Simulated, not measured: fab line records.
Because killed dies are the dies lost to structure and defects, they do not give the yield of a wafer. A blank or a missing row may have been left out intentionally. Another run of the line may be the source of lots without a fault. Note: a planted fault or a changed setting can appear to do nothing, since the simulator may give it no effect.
fab line records -- flow nandHarc -- part 1 of 2: steps 1 to 38 of 39
[record] lots = 7, wafers = 21, lastDay = 24
route steps=1159 shown A_BONDPAD@1074 HYBRID_BOND@1094 THIN_TSV@1101 END@1159
lots that met no fault: from a run of the same line without faults
startH: the number of hours between the record's first day and the start of the first shown wafer of the lot -- waitH: how many hours have passed since the lot's step before this one -- " repeats the value in the row above -- L1.1+2: a row that stands for several wafers -- - value missing, or start not given -- * or withheld: withheld -- < > ~ a bound
route shown NAME@n: a module of which the file shows steps, and the number in the route of the first -- usual: the fault-free wafers' mean and standard deviation -- same: alike in all rows -- chamber/n: place in a boat -- sites: the reading at each site -- _std_site: standard deviation across them -- _edge_site: outer sites' mean less inner sites' -- radiusMm: for every site, how far away it sits from the centre of the wafer -- mask NAME#n: copy n -- behind: tool/chamber where the wafer was last shaped -- hold: what put the lot on hold/how long, in hours/how the hold closed -- device: which transistor (n, p or np) failed to switch -- end of line: the route-end tests of the same wafers -- a step given without rows: its recipe and nothing more -- killed: at the first sort, the dies lost to defects and structure; wafer yield is something else -- map: shows each die of a wafer: x if killed, . if not, _ if none is there
set.NAME: setting as actually run; set.NAME@STEP: the setting as run at that earlier step -- model.NAME: the simulator's own value behind a step, which no gauge read
lots at selected steps of the route; one table per step, one row per wafer
services: a tool's chamber out of use, with start hour (startH, from the record's first day; less than 0 if before it), hours out, and reason
[[steps]]
[step NHARC_A_BONDPAD_HARDBAKE_10]
[recipe] tempC = 118, timeS = 65
[step NHARC_A_BONDPAD_DESCUM_11]
[recipe] timeS = 3, o2FlowSccm = 200, arFlowSccm = 0, biasPowerW = 0, chemistry = O2
[step NHARC_A_BONDPAD_ETCH_34]
[recipe] targetDepthA = 600, overetchA = 180, timeS = 65.91, ionEnergyEv = 200, n2FlowSccm = 150, h2FlowSccm = 150, arFlowSccm = 0, rfW = 400, biasW = 150, chemistry = N2/H2
[step NHARC_A_BONDPAD_ETCH_12]
[recipe] targetDepthA = 2200, timeS = 110, chf3FlowSccm = 50, o2FlowSccm = 10, arFlowSccm = 200, rfW = 500, biasW = 200, chemistry = CHF3/O2
[step NHARC_A_BONDPAD_CD_MEAS_13]
[usual] cdNm = 499.3/1.2
lot.wafer,tool,chamber,startH,waitH,cdNm
L204.1,cdSem-02,-,436.86,-,499.6
L204.5,cdSem-02,-,436.86,-,498.0
L204.6,cdSem-02,-,436.86,-,499.5
L205.2,cdSem-02,-,438.73,-,499.0
L205.3,cdSem-02,-,438.73,-,497.1
L205.4,cdSem-02,-,438.73,-,497.9
L219.2,cdSem-02,-,518.80,-,498.1
L219.3,cdSem-02,-,518.80,-,496.5
L219.4,cdSem-02,-,518.80,-,497.2
L213.1,cdSem-03,-,521.26,-,498.7
L213.3,cdSem-03,-,521.26,-,502.6
L213.5,cdSem-03,-,521.26,-,500.9
L217.3,cdSem-03,-,524.22,-,499.0
L217.5,cdSem-03,-,524.22,-,498.5
L217.6,cdSem-03,-,524.22,-,499.6
L220.1,cdSem-02,-,525.29,-,498.6
L220.5,cdSem-02,-,525.29,-,498.2
L220.6,cdSem-02,-,525.29,-,498.4
L225.1,cdSem-02,-,535.57,-,498.7
L225.2,cdSem-02,-,535.57,-,499.7
L225.5,cdSem-02,-,535.57,-,499.4
[step NHARC_A_BONDPAD_STRIP_15]
[recipe] o2FlowSccm = 500, arFlowSccm = 0, biasW = 0, chemistry = O2
[step NHARC_A_BONDPAD_ETCH_24]
[recipe] targetDepthA = 300, overEtchFrac = 0.3, timeS = 72.99, ionEnergyEv = 150, cf4FlowSccm = 50, n2FlowSccm = 100, arFlowSccm = 150, rfW = 300, biasW = 100, chemistry = CF4/N2
[usual] cf4FlowSccm = 50.01/0.16, drypumpMotorCurrentA = 5.8/0.59, mfcArSccm = 150.0/0.38, oesProductAu = 1.001/0.0064, rfVppV = 314.3/1.7, showerheadPlenumPTorr = 2.64/0.086, throttleValvePct = 19.795/0.0092
lot.wafer,tool,chamber,startH,waitH,cf4FlowSccm,drypumpMotorCurrentA,mfcArSccm,oesProductAu,rfHoursCounterH,rfVppV,showerheadPlenumPTorr,throttleValvePct
L204.1,rieDiel-04,0,-,-,49.98,6.0,150.5,0.988,5,313.9,2.62,19.788
L204.5,rieDiel-04,2,-,-,50.30,6.7,150.4,0.999,-,316.1,2.72,19.800
L204.6,rieDiel-04,3,-,-,50.12,5.6,149.7,1.001,-,314.6,2.65,19.800
L205.4,rieDiel-04,1,-,-,50.15,5.1,149.8,1.004,5,313.9,2.62,19.801
L205.3,rieDiel-04,2,-,-,50.14,6.7,150.0,0.996,6,316.2,2.72,19.791
L205.2,rieDiel-04,3,-,-,49.92,5.6,150.2,0.991,6,314.4,2.65,19.792
L219.4,rieDiel-04,2,-,-,49.94,6.7,150.1,0.995,2,315.0,2.71,19.787
L219.3,rieDiel-04,3,-,-,50.16,5.6,149.8,0.995,2,313.9,2.65,19.806
L219.2,rieDiel-04,1,-,-,50.01,5.1,149.8,0.999,2,315.9,2.62,19.792
L213.1,rieDiel-13,1,-,-,50.06,6.5,149.4,0.997,22,318.2,2.83,19.788
L213.3,rieDiel-13,3,-,-,49.93,5.3,149.8,0.988,21,317.4,2.83,19.789
L213.5,rieDiel-13,0,-,-,50.02,5.4,150.0,1.006,-,310.7,2.50,19.786
L217.3,rieDiel-13,3,-,-,50.08,5.3,149.4,1.003,22,319.6,2.83,19.798
L217.5,rieDiel-13,0,-,-,49.73,5.4,149.8,1.010,-,311.5,2.50,19.797
L217.6,rieDiel-13,1,-,-,49.94,6.5,149.7,1.007,-,317.2,2.83,19.793
L220.1,rieDiel-04,1,-,-,49.96,5.1,150.4,0.995,2,314.5,2.62,19.822
L220.5,rieDiel-04,0,-,-,50.08,6.1,150.1,1.010,-,314.4,2.62,19.782
L220.6,rieDiel-04,1,-,-,50.05,5.1,149.9,0.996,-,313.8,2.62,19.777
L225.1,rieDiel-04,2,535.84,0.2,49.77,6.7,150.3,0.990,3,314.5,2.71,19.809
L225.2,rieDiel-04,3,535.84,0.2,50.19,5.5,149.6,0.999,3,313.3,2.65,19.781
L225.5,rieDiel-04,3,535.84,0.2,50.31,5.5,149.8,0.992,-,315.1,2.65,19.788
[step NHARC_A_BONDPAD_STRIP_16]
[recipe] timeS = 600, tempC = 30, chemistry = postEtchResidueRemover
[step NHARC_A_BONDPAD_DEGAS_25]
[recipe] tempC = 300, timeS = 60
[usual] heaterPowerW = 451/39
lot.wafer,tool,chamber,startH,waitH,heaterPowerW
L204.1,pvdSputter-02,-,437.49,-,514
L204.5,pvdSputter-02,-,437.49,-,408
L204.6,pvdSputter-02,-,437.49,-,514
L205.2,pvdSputter-03,-,439.37,-,433
L205.3,pvdSputter-03,-,439.37,-,479
L205.4,pvdSputter-03,-,439.37,-,415
L219.3,pvdSputter-03,-,519.44,-,422
L219.2,pvdSputter-03,-,519.44,-,420
L219.4,pvdSputter-03,-,519.44,-,453
L213.1,pvdSputter-03,-,521.89,-,426
L213.3,pvdSputter-03,-,521.89,-,452
L213.5,pvdSputter-03,-,521.89,-,408
L217.3,pvdSputter-02,-,524.86,-,517
L217.6,pvdSputter-02,-,524.86,-,488
L217.5,pvdSputter-02,-,524.86,-,460
L220.1,pvdSputter-02,-,525.94,-,453
L220.6,pvdSputter-02,-,525.94,-,397
L220.5,pvdSputter-02,-,525.94,-,525
L225.2,pvdSputter-03,-,536.25,-,425
L225.1,pvdSputter-03,-,536.25,-,410
L225.5,pvdSputter-03,-,536.25,-,419
[step NHARC_A_BONDPAD_PRE_CLEAN_26]
[recipe] timeS = 30, tempC = 280, gas = H2/He
[step NHARC_A_BONDPAD_PVD_17]
[recipe] targetThkA = 50, biasV = 168.6, powerW = 15000, chamberPressurePa = 0.12, timeS = 8.06, substrateTempC = 50, material = TaN
[step NHARC_A_BONDPAD_PVD_27]
[recipe] targetThkA = 300, chamberPressurePa = 5, powerW = 5000, substrateTempC = 30, timeS = 20.49, material = Cu
[usual] throttleValvePct = 30.2/1
lot.wafer,tool,chamber,startH,waitH,throttleValvePct
L204.1,pvdSputter-02,-,-,-,31.7
L204.5,pvdSputter-02,-,-,-,30.3
L204.6,pvdSputter-02,-,-,-,31.7
L205.3,pvdSputter-03,-,-,-,31.7
L205.4,pvdSputter-03,-,-,-,28.7
L205.2,pvdSputter-03,-,-,-,29.4
L219.4,pvdSputter-03,-,-,-,31.9
L219.2,pvdSputter-03,-,-,-,28.8
L219.3,pvdSputter-03,-,-,-,29.4
L213.1,pvdSputter-03,-,-,-,29.5
L213.3,pvdSputter-03,-,-,-,30.0
L213.5,pvdSputter-03,-,-,-,30.1
L217.3,pvdSputter-02,-,-,-,28.3
L217.5,pvdSputter-02,-,-,-,30.0
L217.6,pvdSputter-02,-,-,-,30.2
L220.1,pvdSputter-03,-,526.18,-,29.2
L220.6,pvdSputter-03,-,526.18,-,29.2
L220.5,pvdSputter-03,-,526.18,-,29.5
L225.1,pvdSputter-03,-,-,-,29.3
L225.2,pvdSputter-03,-,-,-,28.8
L225.5,pvdSputter-03,-,-,-,30.2
[step NHARC_A_BONDPAD_ECD_18]
[recipe] targetThkA = 4000, bathTempC = 25, material = Cu
[usual] bathTempC = 25.01/0.098
lot.wafer,tool,chamber,startH,waitH,bathTempC
L204.1,ecdCu-02,0,437.85,-,24.85
L204.5,ecdCu-02,0,437.85,-,24.93
L204.6,ecdCu-02,1,437.85,-,25.19
L205.2,ecdCu-02,0,439.78,-,25.03
L205.4,ecdCu-02,1,439.78,-,25.01
L205.3,ecdCu-02,0,439.78,-,25.03
L219.2,ecdCu-01,0,520.02,-,24.89
L219.4,ecdCu-01,1,520.02,-,25.05
L219.3,ecdCu-01,0,520.02,-,25.02
L213.1,ecdCu-02,1,522.26,-,25.03
L213.3,ecdCu-02,1,522.26,-,25.01
L213.5,ecdCu-02,1,522.26,-,25.05
L217.3,ecdCu-02,0,525.33,-,24.92
L217.6,ecdCu-02,0,525.33,-,25.03
L217.5,ecdCu-02,1,525.33,-,25.11
L220.1,ecdCu-02,1,526.32,-,25.05
L220.6,ecdCu-02,1,526.32,-,25.06
L220.5,ecdCu-02,0,526.32,-,25.16
L225.2,ecdCu-01,0,536.60,-,25.10
L225.1,ecdCu-01,1,536.60,-,24.92
L225.5,ecdCu-01,0,536.60,-,25.01
[step NHARC_A_BONDPAD_ANNEAL_28]
[recipe] tempC = 225, timeS = 90
[usual] annealTempCMax = 225.78/0.26, wafer_temp_C_max = 225.91/0.26
lot.wafer,tool,chamber,startH,waitH,annealTempCMax,wafer_temp_C_max
L204.1,rtpAnneal-02,0,438.23,0.3,225.92,225.96
L204.5,rtpAnneal-02,0,438.23,0.3,225.91,226.12
L204.6,rtpAnneal-02,0,438.23,0.3,226.12,225.70
L205.2,rtpAnneal-01,0,440.18,-,225.57,225.60
L205.3,rtpAnneal-01,0,440.18,-,225.84,225.63
L205.4,rtpAnneal-01,0,440.18,-,225.68,225.55
L219.2,rtpAnneal-01,0,520.42,0.4,225.29,225.81
L219.3,rtpAnneal-01,0,520.42,0.4,225.50,226.20
L219.4,rtpAnneal-01,0,520.42,0.4,224.96,226.05
L213.1,rtpAnneal-02,0,522.63,-,225.85,225.87
L213.3,rtpAnneal-02,0,522.63,-,225.54,226.20
L213.5,rtpAnneal-02,0,522.63,-,225.42,226.00
L217.3,rtpAnneal-02,0,525.71,-,226.31,225.75
L217.5,rtpAnneal-02,0,525.71,-,225.88,225.77
L217.6,rtpAnneal-02,0,525.71,-,226.07,225.79
L220.1,rtpAnneal-01,0,526.70,0.3,225.68,225.73
L220.5,rtpAnneal-01,0,526.70,0.3,225.62,226.21
L220.6,rtpAnneal-01,0,526.70,0.3,225.59,226.23
L225.1,rtpAnneal-02,0,536.99,0.3,225.72,225.76
L225.2,rtpAnneal-02,0,536.99,0.3,225.86,225.63
L225.5,rtpAnneal-02,0,536.99,0.3,226.01,226.11
[step NHARC_A_BONDPAD_CMP_19]
[recipe] tOverpolishS = 30, cuRecessTouchS = 16, targetThkNm = 169.8
[step NHARC_A_BONDPAD_THK_MEAS_20]
[recipe] thkMeasGauge = xrf
[usual] thkNm = 169.7/1.2
lot.wafer,tool,chamber,startH,waitH,thkNm
L204.1,filmMetro-01,-,438.90,-,170.2
L204.5,filmMetro-01,-,438.90,-,167.8
L204.6,filmMetro-01,-,438.90,-,169.5
L205.2,filmMetro-01,-,440.83,-,170.3
L205.3,filmMetro-01,-,440.83,-,171.9
L205.4,filmMetro-01,-,440.83,-,170.0
L219.2,filmMetro-01,-,521.07,-,170.2
L219.3,filmMetro-01,-,521.07,-,171.0
L219.4,filmMetro-01,-,521.07,-,171.1
L213.1,filmMetro-02,-,523.32,-,169.0
L213.3,filmMetro-02,-,523.32,-,170.0
L213.5,filmMetro-02,-,523.32,-,169.0
L217.3,filmMetro-01,-,526.28,-,171.0
L217.5,filmMetro-01,-,526.28,-,169.4
L217.6,filmMetro-01,-,526.28,-,170.8
L220.1,filmMetro-01,-,527.36,-,169.6
L220.5,filmMetro-01,-,527.36,-,169.1
L220.6,filmMetro-01,-,527.36,-,169.5
L225.1,filmMetro-02,-,537.65,-,170.5
L225.2,filmMetro-02,-,537.65,-,169.7
L225.5,filmMetro-02,-,537.65,-,169.6
[step NHARC_A_BONDPAD_SRD_21]
[recipe] timeS = 30, tempC = 23, dryTimeS = 20, spinRpm = 1500
[step NHARC_HYBRID_BOND_ACTIVATE_00]
[recipe] timeS = 60, n2FlowSccm = 200, arFlowSccm = 0, biasPowerW = 0, chemistry = N2
[step NHARC_HYBRID_BOND_PRECLEAN_01]
[recipe] timeS = 300, tempC = 23, chemistry = DIW
[step NHARC_HYBRID_BOND_SRD_02]
[recipe] timeS = 30, tempC = 23, dryTimeS = 20, spinRpm = 1500
[step NHARC_HYBRID_BOND_BOND_03]
[recipe] tempC = 25
[step NHARC_HYBRID_BOND_ANNEAL_04]
[recipe] tempC = 300, timeS = 7200, rampUpCPerMin = 5, rampDownCPerMin = 3, idleTempC = 100, pressureAtm = 1
[step NHARC_HYBRID_BOND_OVL_MEAS_05]
[usual] overlayXNm = 1/35, overlayYNm = -2/31
lot.wafer,tool,chamber,startH,waitH,overlayXNm,overlayYNm
L204.1,overlay-02,-,448.10,0.4,-7,33
L204.5,overlay-02,-,448.10,0.4,-42,16
L204.6,overlay-02,-,448.10,0.4,-26,-44
L205.2,overlay-01,-,452.79,0.4,2,24
L205.3,overlay-01,-,452.79,0.4,1,-35
L205.4,overlay-01,-,452.79,0.4,-24,-14
L213.1,overlay-01,-,532.17,0.4,12,-19
L213.3,overlay-01,-,532.17,0.4,-35,37
L213.5,overlay-01,-,532.17,0.4,-24,-8
L219.2,overlay-02,-,532.17,0.4,40,52
L219.3,overlay-02,-,532.17,0.4,28,-5
L219.4,overlay-02,-,532.17,0.4,15,-1
L217.3,overlay-01,-,536.36,0.4,54,1
L217.5,overlay-01,-,536.36,0.4,-14,15
L217.6,overlay-01,-,536.36,0.4,19,37
L220.1,overlay-02,-,536.37,0.4,15,-41
L220.5,overlay-02,-,536.37,0.4,-31,35
L220.6,overlay-02,-,536.37,0.4,24,64
L225.1,overlay-02,-,548.98,0.4,19,-47
L225.2,overlay-02,-,548.98,0.4,-9,-30
L225.5,overlay-02,-,548.98,0.4,-36,6
[step NHARC_THIN_TSV_GRIND_00]
[recipe] targetThkUm = 6
[usual] motorCurrentA = 11.999/0.021
lot.wafer,tool,chamber,startH,waitH,motorCurrentA
L204.1,grinder-01,0,448.30,0.1,11.955
L204.5,grinder-01,0,449.37,1.2,12.002
L204.6,grinder-01,0,449.37,1.2,12.000
L205.2,grinder-01,0,454.21,1.4,12.001
L205.3,grinder-01,0,454.21,1.4,11.982
L205.4,grinder-01,0,454.21,1.4,11.994
L219.2,grinder-01,0,532.57,0.3,11.971
L219.3,grinder-01,0,532.57,0.3,11.991
L219.4,grinder-01,0,532.57,0.3,12.022
L213.1,grinder-01,0,533.56,1.3,12.024
L213.3,grinder-01,0,533.56,1.3,11.990
L213.5,grinder-01,0,533.56,1.3,11.991
L217.3,grinder-01,0,536.96,0.5,12.018
L217.5,grinder-01,0,536.96,0.5,11.974
L217.6,grinder-01,0,536.96,0.5,11.993
L220.1,grinder-01,0,540.17,3.7,12.036
L220.5,grinder-01,0,540.17,3.7,11.995
L220.6,grinder-01,0,540.17,3.7,11.992
L225.1,grinder-01,0,549.18,0.1,12.004
L225.2,grinder-01,0,549.18,0.1,11.992
L225.5,grinder-01,0,549.18,0.1,11.995
[step NHARC_THIN_TSV_CMP_01]
[recipe] targetThkUm = 3
[step NHARC_THIN_TSV_THK_MEAS_02]
[recipe] thkMeasGauge = ir
[usual] thkNm = 3016/210
lot.wafer,tool,chamber,startH,waitH,thkNm
L204.1,filmMetro-01,-,450.19,-,2730
L204.5,filmMetro-01,-,450.19,-,2997
L204.6,filmMetro-01,-,450.19,-,3032
L205.2,filmMetro-01,-,455.50,0.2,2781
L205.3,filmMetro-01,-,455.50,0.2,2753
L205.4,filmMetro-01,-,455.50,0.2,2789
L219.2,filmMetro-01,-,533.85,-,3224
L219.3,filmMetro-01,-,533.85,-,2898
L219.4,filmMetro-01,-,533.85,-,3260
L213.1,filmMetro-02,-,535.05,-,3006
L213.3,filmMetro-02,-,535.05,-,2896
L213.5,filmMetro-02,-,535.05,-,3155
L217.3,filmMetro-01,-,538.03,-,3247
L217.5,filmMetro-01,-,538.03,-,2968
L217.6,filmMetro-01,-,538.03,-,3111
L220.1,filmMetro-02,-,541.65,-,3391
L220.5,filmMetro-02,-,541.65,-,3149
L220.6,filmMetro-02,-,541.65,-,3153
L225.1,filmMetro-01,-,550.68,-,3260
L225.2,filmMetro-01,-,550.68,-,3439
L225.5,filmMetro-01,-,550.68,-,3236
[step NHARC_THIN_TSV_SRD_03]
[step NHARC_THIN_TSV_PRECLEAN_41]
[recipe] timeS = *, tempC = 50, bathAgeMin = 0, chemistry = SC1
[step NHARC_THIN_TSV_SRD_42]
[step NHARC_THIN_TSV_DEP_43]
[recipe] targetThkA = 13285, tempC = withheld, pressureTorr = 6.5, rfW = 900, teosFlowSccm = 161.4, flowSccm = 2650, targetThkNm = 1328.5, gas = O2, material = SiO2
[step NHARC_THIN_TSV_DEHYDRATE_04]
[recipe] tempC = 150, timeS = 120
[step NHARC_THIN_TSV_HMDS_05]
[recipe] timeS = 30
[step NHARC_THIN_TSV_COAT_06]
[recipe] spinRpm = *
[step NHARC_THIN_TSV_SOFTBAKE_07]
[recipe] tempC = 122, timeS = 95
[step NHARC_THIN_TSV_EBR_08]
[step NHARC_THIN_TSV_EXPOSE_09]
[recipe] na = 0.55, doseMj = 30.7, maskId = TSV
[step NHARC_THIN_TSV_PEB_10]
[recipe] pebTempC = 118, pebTimeS = 85
[step NHARC_THIN_TSV_DEVELOP_11]
[recipe] timeS = 70
